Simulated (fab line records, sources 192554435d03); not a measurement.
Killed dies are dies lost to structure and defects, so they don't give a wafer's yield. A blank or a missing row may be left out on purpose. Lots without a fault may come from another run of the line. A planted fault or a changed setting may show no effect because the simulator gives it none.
fab line records | flow n5_finfet
record lots=9 wafers=27 last_day=18
route steps=1938 shown BEOL_M4@1084 BEOL_M5@1128 PASSIVATION@1936
lots that met no fault: from a run of the same line without faults
start_h: hours from the record's first day to the start of the lot's first wafer shown | wait_h: hours since the lot's step before | " the same as in the row above | L1.1+2: a row that stands for several wafers | - no value, or no start given | * or withheld: withheld | < > ~ a bound
route shown NAME@n: a module of which the file shows steps, and the number in the route of the first | usual: mean/standard deviation of fault-free wafers | same: alike in all rows | chamber/n: place in a boat | sites: the reading at each site | _std_site: their standard deviation | _edge_site: outer sites' mean less inner sites' | radius_mm: how far each site lies from the wafer's centre | mask NAME#n: copy n | behind: the tool/chamber that last shaped the wafer | hold: why the lot was held/for how many hours/how that ended | device: the transistor (n, p or np) that didn't switch | end of line: the same wafers' tests at the end of the route | a step without rows: its recipe alone | killed: dies lost to structure and defects at the first sort, not the wafer's yield | map: a wafer's dies, x killed, . not, _ none there
set.NAME: the setting as run; set.NAME@STEP: as run at that earlier step | model.NAME: the simulator's own value behind a step, which no gauge read
steps of the route over a sample of lots; a table a step, a row a wafer
services: from which hour (start_h, from the record's first day; less than 0 if before it) a tool's chamber was out of use, for how many hours, and why
## steps
# step N5_BEOL_M4_SPUTTER_48
# recipe material=Cu target_thk_a=45 temp_c=-20 chamber_pressure_pa=0.07 power_w=withheld time_s=8.29
# usual throttle_valve_pct=29.4/1.1
# columns lot.wafer tool chamber start_h wait_h throttle_valve_pct
L542.1 pvd_sputter-03 - 178.76 1.6 30.5
L542.4 " - " " 29.5
L542.5 " - " " 30.0
L543.3 pvd_sputter-03 - 188.08 0.2 30.0
L543.5 " - " " 29.8
L543.6 " - " " 30.2
L545.2 pvd_sputter-01 - 206.46 0.1 30.3
L545.3 " - " " 29.5
L545.6 " - " " 29.6
L544.1 pvd_sputter-01 - 211.10 0.3 27.3
L544.2 " - " " 29.3
L544.5 " - " " 29.9
L551.1 pvd_sputter-03 - 230.21 0.1 29.3
L551.3 " - " " 27.6
L551.6 " - " " 27.5
L554.3 pvd_sputter-01 - 253.50 0.2 29.8
L554.5 " - " " 27.3
L554.6 " - " " 29.9
L555.1 pvd_sputter-01 - 257.08 0.1 29.5
L555.2 " - " " 30.0
L555.3 " - " " 30.2
L556.2 pvd_sputter-01 - 265.35 0.1 30.2
L556.3 " - " " 30.0
L556.4 " - " " 29.3
L563.3 pvd_sputter-03 - 306.60 0.3 30.1
L563.5 " - " " 27.4
L563.6 " - " " 29.6
# step N5_BEOL_M4_ANNEAL_80
# recipe temp_c=400 time_s=240 ambient=vacuum
# usual heater_power_w=839/77
# columns lot.wafer tool chamber start_h wait_h heater_power_w
L542.1 pvd_sputter-03 - 179.06 0.0 857
L542.4 " - " " 855
L542.5 " - " " 865
L543.3 pvd_sputter-03 - 188.38 0.0 863
L543.5 " - " " 845
L543.6 " - " " 864
L545.2 pvd_sputter-01 - 206.76 0.0 793
L545.3 " - " " 888
L545.6 " - " " 898
L544.1 pvd_sputter-01 - 211.40 0.0 799
L544.2 " - " " 872
L544.5 " - " " 807
L551.1 pvd_sputter-03 - 230.51 0.0 864
L551.3 " - " " 704
L551.6 " - " " 693
L554.3 pvd_sputter-01 - 253.80 0.0 790
L554.5 " - " " 796
L554.6 " - " " 814
L555.1 pvd_sputter-01 - 257.38 0.0 872
L555.2 " - " " 813
L555.3 " - " " 796
L556.2 pvd_sputter-01 - 265.65 0.0 803
L556.3 " - " " 791
L556.4 " - " " 896
L563.3 pvd_sputter-03 - 306.90 0.0 859
L563.5 " - " " 696
L563.6 " - " " 845
# step N5_BEOL_M4_SPUTTER_92
# recipe material=Cu target_thk_a=45 temp_c=-20 chamber_pressure_pa=0.07 power_w=withheld time_s=8.29
# usual throttle_valve_pct=29.4/1.2
# columns lot.wafer tool chamber start_h wait_h throttle_valve_pct
L542.1 pvd_sputter-03 - 180.08 0.1 30.6
L542.4 " - " " 29.5
L542.5 " - " " 30.2
L543.3 pvd_sputter-03 - 189.40 0.1 30.3
L543.5 " - " " 29.4
L543.6 " - " " 30.1
L545.2 pvd_sputter-01 - 207.78 0.1 30.3
L545.3 " - " " 29.2
L545.6 " - " " 29.7
L544.1 pvd_sputter-01 - 212.42 0.1 27.4
L544.2 " - " " 29.6
L544.5 " - " " 29.9
L551.1 pvd_sputter-03 - 231.53 0.1 29.5
L551.3 " - " " 27.4
L551.6 " - " " 27.4
L554.3 pvd_sputter-01 - 254.82 0.1 29.9
L554.5 " - " " 27.2
L554.6 " - " " 29.9
L555.1 pvd_sputter-01 - 258.40 0.1 29.4
L555.2 " - " " 29.7
L555.3 " - " " 30.5
L556.2 pvd_sputter-01 - 266.67 0.1 30.1
L556.3 " - " " 30.0
L556.4 " - " " 29.5
L563.3 pvd_sputter-03 - 307.92 0.1 30.2
L563.5 " - " " 27.3
L563.6 " - " " 29.7
# step N5_BEOL_M4_CO_CAP_55
# recipe material=Co target_thk_a=20 temp_c=200 precursor=CCTBA/H2 pressure_torr=30 time_s=102.1
# usual heater_power_w=233/11
# columns lot.wafer tool chamber start_h wait_h heater_power_w
L542.1 cvd_co-01 0 181.38 0.0 225
L542.4 " 2 " " 253
L542.5 " 1 " " 220
L543.3 cvd_co-01 2 190.90 0.0 251
L543.5 " 1 " " 221
L543.6 " 0 " " 226
L545.2 cvd_co-01 0 209.08 0.0 230
L545.3 " 1 " " 224
L545.6 " 0 " " 232
L544.1 cvd_co-02 2 213.72 0.0 244
L544.2 " 0 " " 232
L544.5 " 1 " " 234
L551.1 cvd_co-01 2 232.84 0.0 252
L551.3 " 1 " " 221
L551.6 " 2 " " 253
L554.3 cvd_co-01 1 256.13 0.0 218
L554.5 " 1 " " 222
L554.6 " 0 " " 225
L555.1 cvd_co-01 0 260.51 0.0 225
L555.2 " 1 " " 223
L555.3 " 2 " " 250
L556.2 cvd_co-02 0 268.18 0.0 238
L556.3 " 0 " " 240
L556.4 " 1 " " 231
L563.3 cvd_co-02 2 309.23 0.0 237
L563.5 " 1 " " 237
L563.6 " 0 " " 228
# step N5_BEOL_M4_INSPECT_59
# recipe inspect_instrument=darkfield mode=post_dep
# usual raw_defect_count=68/23
# columns lot.wafer tool chamber start_h wait_h raw_defect_count
L542.1 defect_inspect-02 - 181.59 0.0 68
L542.4 " - " " 63
L542.5 " - " " 69
L543.3 defect_inspect-01 - 191.14 0.0 40
L543.5 " - " " 47
L543.6 " - " " 84
L545.2 defect_inspect-02 - 209.32 0.0 52
L545.3 " - " " 65
L545.6 " - " " 82
L544.1 defect_inspect-02 - 213.93 0.0 68
L544.2 " - " " 60
L544.5 " - " " 74
L551.1 defect_inspect-01 - 233.05 0.0 88
L551.3 " - " " 79
L551.6 " - " " 98
L554.3 defect_inspect-02 - 256.34 0.0 1619
L554.5 " - " " 1623
L554.6 " - " " 1587
L555.1 defect_inspect-02 - 260.71 0.0 1496
L555.2 " - " " 1535
L555.3 " - " " 1522
L556.2 defect_inspect-01 - 268.43 0.0 81
L556.3 " - " " 73
L556.4 " - " " 177
L563.3 defect_inspect-02 - 309.44 0.0 48
L563.5 " - " " 106
L563.6 " - " " 97
# step N5_BEOL_M4_RC_MEAS_101
# usual DIBL_N=36.4/1.7 DIBL_P=36.4/2.1 IOFF_N=0.16/0.035 IOFF_P=0.21/0.035 ION_N=680/11 ION_P=465/6.8 SS_N=71.5/0.58 SS_P=73.2/0.72 VT_N=249/3.6 VT_P=-250/3.1
# columns lot.wafer tool chamber start_h wait_h DIBL_N[mV/V] DIBL_P[mV/V] IOFF_N[nA/um] IOFF_P[nA/um] ION_N[uA/um] ION_P[uA/um] SS_N[mV/dec] SS_P[mV/dec] VT_N[mV] VT_P[mV]
L542.1 prober-01 0 181.62 0.0 36.0 37.7 0.17 0.24 685 469 71.2 73.6 248 -250
L542.4 " 0 " " 35.2 36.5 0.16 0.22 686 471 71.3 73.5 249 -250
L542.5 " 0 " " 37.9 39.5 0.22 0.28 693 476 72.1 74.4 247 -246
L543.3 prober-01 0 191.48 0.3 35.5 36.7 0.17 0.22 701 472 71.6 73.9 246 -246
L543.5 " 0 " " 36.5 37.4 0.20 0.23 691 463 71.4 73.5 246 -246
L543.6 " 0 " " 34.6 35.5 0.16 0.19 686 464 71.5 73.5 250 -251
L545.2 prober-02 0 209.50 0.2 37.9 39.1 0.19 0.23 686 461 72.5 74.7 247 -251
L545.3 " 0 " " 35.0 34.9 0.13 0.17 666 458 70.4 73.3 255 -254
L545.6 " 0 " " 37.2 37.8 0.16 0.21 669 459 71.7 73.2 251 -252
L544.1 prober-02 0 213.96 0.0 35.7 37.8 0.17 0.19 678 457 71.7 73.8 250 -254
L544.2 " 0 " " 34.6 35.9 0.14 0.17 662 451 71.5 73.2 252 -256
L544.5 " 0 " " 36.0 37.8 0.18 0.20 680 459 71.9 74.4 247 -251
L551.1 prober-02 0 233.07 0.0 37.5 39.5 0.18 0.23 680 463 71.6 74.5 249 -249
L551.3 " 0 " " 37.0 37.7 0.16 0.20 662 456 71.4 73.6 250 -251
L551.6 " 0 " " 38.2 39.3 0.19 0.22 677 458 71.7 74.7 247 -249
L554.3 prober-01 0 256.67 0.3 34.4 34.9 0.12 0.16 665 453 69.9 72.7 255 -258
L554.5 " 0 " " 36.8 37.8 0.15 0.20 668 456 71.1 73.4 254 -252
L554.6 " 0 " " 37.4 38.2 0.16 0.20 682 465 71.3 73.6 253 -254
L555.1 prober-02 0 260.74 0.0 34.3 33.7 0.13 0.17 657 460 71.6 72.2 254 -251
L555.2 " 0 " " 32.1 33.2 0.11 0.17 669 466 70.7 72.4 252 -253
L555.3 " 0 " " 35.0 36.9 0.15 0.20 663 458 71.1 73.0 249 -249
L556.2 prober-01 0 268.61 0.2 34.6 35.4 0.13 0.18 671 468 69.9 72.8 252 -253
L556.3 " 0 " " 35.9 36.7 0.16 0.20 684 471 71.1 73.8 251 -252
L556.4 " 0 " " 36.6 36.7 0.17 0.19 684 466 71.0 73.2 253 -252
L563.3 prober-01 0 309.77 0.3 36.0 36.2 0.16 0.23 678 470 71.7 72.8 248 -249
L563.5 " 0 " " 34.6 33.8 0.12 0.19 665 464 71.1 72.1 252 -251
L563.6 " 0 " " 38.6 39.1 0.21 0.28 692 469 72.3 74.4 247 -247
# step N5_BEOL_M5_INSPECT_13
# recipe mode=adi inspect_instrument=brightfield
# usual raw_defect_count=411/100
# columns lot.wafer tool chamber start_h wait_h raw_defect_count
L542.1 defect_inspect-01 - 184.16 0.1 560
L542.4 " - " " 482
L542.5 " - " " 327
L543.3 defect_inspect-02 - 195.12 0.0 415
L543.5 " - " " 325
L543.6 " - " " 453
L545.2 defect_inspect-01 - 213.88 0.0 330
L545.3 " - " " 487
L545.6 " - " " 416
L544.1 defect_inspect-02 - 216.82 0.1 348
L544.2 " - " " 300
L544.5 " - " " 398
L551.1 defect_inspect-01 - 236.16 0.1 556
L551.3 " - " " 426
L551.6 " - " " 645
L554.3 defect_inspect-02 - 259.25 0.0 1877
L554.5 " - " " 2038
L554.6 " - " " 1935
L555.1 defect_inspect-02 - 265.10 0.1 1807
L555.2 " - " " 1908
L555.3 " - " " 2094
L556.2 defect_inspect-01 - 272.42 0.0 394
L556.3 " - " " 385
L556.4 " - " " 686
L563.3 defect_inspect-02 - 312.84 0.0 469
L563.5 " - " " 522
L563.6 " - " " 426
# step N5_BEOL_M5_INSPECT_30
# recipe mode=adi inspect_instrument=brightfield
# usual raw_defect_count=411/99
# columns lot.wafer tool chamber start_h wait_h raw_defect_count
L542.1 defect_inspect-02 - 186.57 0.1 569
L542.4 " - " " 487
L542.5 " - " " 326
L543.3 defect_inspect-01 - 197.45 0.0 387
L543.5 " - " " 387
L543.6 " - " " 456
L545.2 defect_inspect-02 - 215.59 0.0 314
L545.3 " - " " 446
L545.6 " - " " 417
L544.1 defect_inspect-01 - 221.08 0.1 327
L544.2 " - " " 295
L544.5 " - " " 416
L551.1 defect_inspect-02 - 238.73 0.1 533
L551.3 " - " " 432
L551.6 " - " " 621
L554.3 defect_inspect-02 - 263.69 0.0 1882
L554.5 " - " " 2040
L554.6 " - " " 1963
L555.1 defect_inspect-01 - 266.80 0.1 1828
L555.2 " - " " 1925
L555.3 " - " " 2119
L556.2 defect_inspect-01 - 274.50 0.0 384
L556.3 " - " " 383
L556.4 " - " " 660
L563.3 defect_inspect-02 - 314.94 0.0 490
L563.5 " - " " 534
L563.6 " - " " 422
# step N5_PASSIVATION_PROBE_49
# usual defect_limited_yield=91.3/1.4 killed_at_M0_to_M3=36/11 killed_at_M4_up=13/5.2 killed_at_contacts=13/6.5 killed_at_front_end=37/11 killed_at_other=3.6/2.9 killed_dies=103/17 killed_on_rim=13/3.6 killed_open=68/12 killed_short=33/7.3 sort_bin_5_function=5.2/0.91 sort_bin_6_memory=3.2/0.67 sort_bin_8_speed=0.00/0.0099 sort_n_pass=1077/17 sort_yield_pct=91.3/1.4
# same gross_dies=1180 killed_at_back_side=0 sort_bin_4_leakage[%]=0
# columns lot.wafer tool chamber start_h wait_h defect_limited_yield[%] killed_at_M0_to_M3 killed_at_M4_up killed_at_contacts killed_at_front_end killed_at_other killed_dies killed_on_rim killed_open killed_short sort_bin_5_function[%] sort_bin_6_memory[%] sort_bin_8_speed[%] sort_n_pass sort_yield_pct[%]
L555.1 prober-02 - 367.12 0.0 80.8 32 137 14 39 5 227 30 66 35 10.8 4.2 0 953 80.8
L555.2 prober-02 - 367.17 0.1 84.7 45 78 11 45 2 181 30 81 32 8.1 4.2 0 999 84.7
L555.3 prober-02 - 367.22 0.1 81.5 33 132 7 35 11 218 34 63 31 10.5 3.4 0 962 81.5
L554.3 prober-01 - 367.20 0.1 82.9 45 103 20 30 4 202 34 87 46 9.5 5.0 0 978 82.9
L554.5 prober-01 - 367.30 0.2 86.1 29 84 17 34 0 164 28 67 31 7.4 3.7 0 1016 86.1
L554.6 prober-01 - 367.35 0.3 81.9 31 150 4 27 2 214 30 54 33 9.5 3.9 0 966 81.9
# killed by level:class
L555.1 BEOL_M4:unspecified=126 BEOL_M1:geometric_particle:open=10 STI_FIN_REVEAL:geometric_particle:open=9 MOL_CONTACT_COAG:geometric_particle:open=9 FIN_SAQP:geometric_particle:open=5 ILD0:geometric_particle:open=5 MOL_CONTACT_COAG:geometric_particle:short=5 BEOL_M0_SAQP:geometric_particle:open=5
L555.2 BEOL_M4:unspecified=67 BEOL_M1:geometric_particle:open=16 FIN_SAQP:geometric_particle:open=10 MOL_CONTACT_COAG:geometric_particle:open=10 FIN_SAQP:geometric_particle:short=9 BEOL_M0_SAQP:geometric_particle:short=9 STI_FIN_REVEAL:geometric_particle:open=6 BEOL_M0_SAQP:geometric_particle:open=6
L554.3 BEOL_M4:unspecified=67 BEOL_M4:geometric_particle:open=19 MOL_CONTACT_COAG:geometric_particle:open=18 BEOL_M0_SAQP:geometric_particle:short=13 BEOL_M0_SAQP:geometric_particle:open=11 STI_FIN_REVEAL:geometric_particle:open=7 FIN_SAQP:geometric_particle:short=6 BEOL_M1:geometric_particle:open=6
L555.3 BEOL_M4:unspecified=122 FIN_SAQP:geometric_particle:open=8 GATE_CUT:geometric_particle:open=6 BEOL_M2:geometric_particle:open=6 STI_FIN_REVEAL:geometric_particle:open=5 BEOL_M0_SAQP:geometric_particle:open=5 BEOL_M3:geometric_particle:open=5 FIN_SAQP:geometric_particle:short=4
L554.5 BEOL_M4:unspecified=66 MOL_CONTACT_COAG:geometric_particle:open=13 FIN_SAQP:geometric_particle:short=10 BEOL_M4:geometric_particle:open=10 BEOL_M0_SAQP:geometric_particle:open=9 BEOL_M0_SAQP:geometric_particle:short=9 ILD0:geometric_particle:open=7 BEOL_M2:geometric_particle:open=7
L554.6 BEOL_M4:unspecified=127 BEOL_M4:geometric_particle:open=16 BEOL_M0_SAQP:geometric_particle:short=12 BEOL_M0_SAQP:geometric_particle:open=11 FIN_SAQP:geometric_particle:open=5 ILD0:geometric_particle:open=4 MOL_CONTACT_COAG:geometric_particle:open=4 DUMMY_GATE:geometric_particle:open=3
## services
# columns tool chamber start_h hours kind
cvd_co-01 - 158.36 2.8 pm
pvd_sputter-03 - 160.23 10.0 repair
cvd_co-02 - 161.11 14.6 pm
cvd_co-02 2 257.04 21.8 repair
cvd_co-02 - 301.86 6.9 pm
pvd_sputter-01 - 306.96 5.3 repair
## key
first_sign step=N5_BEOL_M4_INSPECT_59 reading=raw_defect_count direction=up sigmas=65 usual=68 struck=1564
effect step=N5_BEOL_M5_INSPECT_13 reading=raw_defect_count direction=up sigmas=15 usual=411 struck=1943
effect step=N5_BEOL_M5_INSPECT_30 reading=raw_defect_count direction=up sigmas=16 usual=411 struck=1960
effect step=N5_PASSIVATION_PROBE_49 reading=killed_at_M4_up direction=up sigmas=20 usual=13 struck=114
more_kills_born_at N5_BEOL_M4_CO_CAP_55@cvd_co-01=575
met_at N5_BEOL_M4_CO_CAP_55
struck_lots L554,L555
not_acting_at N5_BEOL_M4_SPUTTER_48,N5_BEOL_M4_ANNEAL_80,N5_BEOL_M4_SPUTTER_92
onset_between 232.84 256.13
fault kind=chamber_particle_source tool=cvd_co-01 chamber=- onset_h=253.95 steps=N5_BEOL_M4_CO_CAP_55 rate_per_visit_cm2=2.2461 end_h=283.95
